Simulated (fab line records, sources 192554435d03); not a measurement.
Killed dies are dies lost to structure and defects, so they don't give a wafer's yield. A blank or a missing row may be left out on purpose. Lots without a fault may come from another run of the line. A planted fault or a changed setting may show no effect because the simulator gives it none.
Which tool did it? | flow n5_finfet | 9 lots, 27 wafers sampled, at 3 steps of a route of 1938

WHAT THE GAUGES READ, wafer by wafer
N5_BEOL_M5_OCD_MEAS_38.
lot  | measured     | on     | trench_depth_nm (nm)
L968 | day 9 01:55  | ocd-02 | 71.3 68.7 71.7
L969 | day 9 02:25  | ocd-01 | 72.4 69.6 69.7
L972 | day 10 06:25 | ocd-01 | 68.0 72.7 68.2
L977 | day 11 09:16 | ocd-01 | 62.0 65.0 63.5
L978 | day 11 16:44 | ocd-01 | 62.8 63.2 64.2
L981 | day 12 21:36 | ocd-01 | 71.1 70.3 70.5
L985 | day 13 05:14 | ocd-01 | 74.2 72.0 70.3
L986 | day 13 04:52 | ocd-02 | 70.0 69.8 68.6
L984 | day 13 19:33 | ocd-02 | 74.2 70.1 75.2

WHICH TOOL RAN EACH LOT (tool, then ch and the chambers of the sampled wafers, then the start)
lot  | N5_BEOL_M5_TRENCH_ETCH_37          | N5_BEOL_M5_ETCH_41
L968 | rie_diel-06 ch 1,2,3, day 9 01:46  | rie_diel-06 ch 1,2,3, day 9 01:55 or earlier
L969 | rie_diel-06 ch 2,3, day 9 02:16    | rie_diel-06 ch 2,3, day 9 02:25 or earlier
L972 | rie_diel-06 ch 0,1, day 10 06:16   | rie_diel-06 ch 0,1, day 10 06:25 or earlier
L977 | rie_diel-06 ch 1,2,3, day 11 09:07 | rie_diel-06 ch 1,2,3, day 11 09:16 or earlier
L978 | rie_diel-06 ch 1,2,3, day 11 16:35 | rie_diel-06 ch 1,2,3, day 11 16:44 or earlier
L981 | rie_diel-03 ch 0,1, day 12 21:27   | rie_diel-03 ch 0,1, day 12 21:36 or earlier
L985 | rie_diel-03 ch 1,2,3, day 13 05:04 | rie_diel-03 ch 1,2,3, day 13 05:14 or earlier
L986 | rie_diel-04 ch 0,1,3, day 13 04:43 | rie_diel-04 ch 0,1,3, day 13 04:52 or earlier
L984 | rie_diel-03 ch 0,3, day 13 19:23   | rie_diel-03 ch 0,3, day 13 19:33 or earlier
- N5_BEOL_M5_TRENCH_ETCH_37: etches SiCOH lowk in C4F6/O2, target depth 71.652 nm, time 24.7 s.
- N5_BEOL_M5_ETCH_41: etches SiCN in CH3F/O2, target depth 31.5 nm, time 56.7 s.

THE ANSWER, worked out from the rows above alone
Rule: what is usual is taken from the lots themselves. Put in order of their means at a reading, lots are off if they are a third of the lots or fewer, leave a main group of 4 or more, and stand apart from it by a gap of 3 or more times the standard deviation of the main group's means; of several such gaps the widest counts. A main group whose means are all the same, to the digits that the tables above print for the reading, isn't used. A lot without any number at a reading at which 4 lots or more have one is off too. The other lots that the step has rows for count as sound.
Off: L977, L978, at N5_BEOL_M5_OCD_MEAS_38 (trench_depth_nm). The main group: mean 70.9 nm, standard deviation 1.2.
A tool fits if, at a process step before that reading, it ran every lot that is off, and no sound lot after the first of them. The gauges at N5_BEOL_M5_OCD_MEAS_38 are tried like those tools. N5_BEOL_M5_ETCH_41 gives no start for some lots, so the hours and the order of its lots are those of N5_BEOL_M5_OCD_MEAS_38. One fits: rie_diel-06 at N5_BEOL_M5_TRENCH_ETCH_37 and N5_BEOL_M5_ETCH_41. At N5_BEOL_M5_TRENCH_ETCH_37 its last sound lot is L972 (day 10 06:16), its first lot that is off L977 (day 11 09:07): a fault that began between those two fits.

WHAT THE SIMULATOR HAD PUT IN
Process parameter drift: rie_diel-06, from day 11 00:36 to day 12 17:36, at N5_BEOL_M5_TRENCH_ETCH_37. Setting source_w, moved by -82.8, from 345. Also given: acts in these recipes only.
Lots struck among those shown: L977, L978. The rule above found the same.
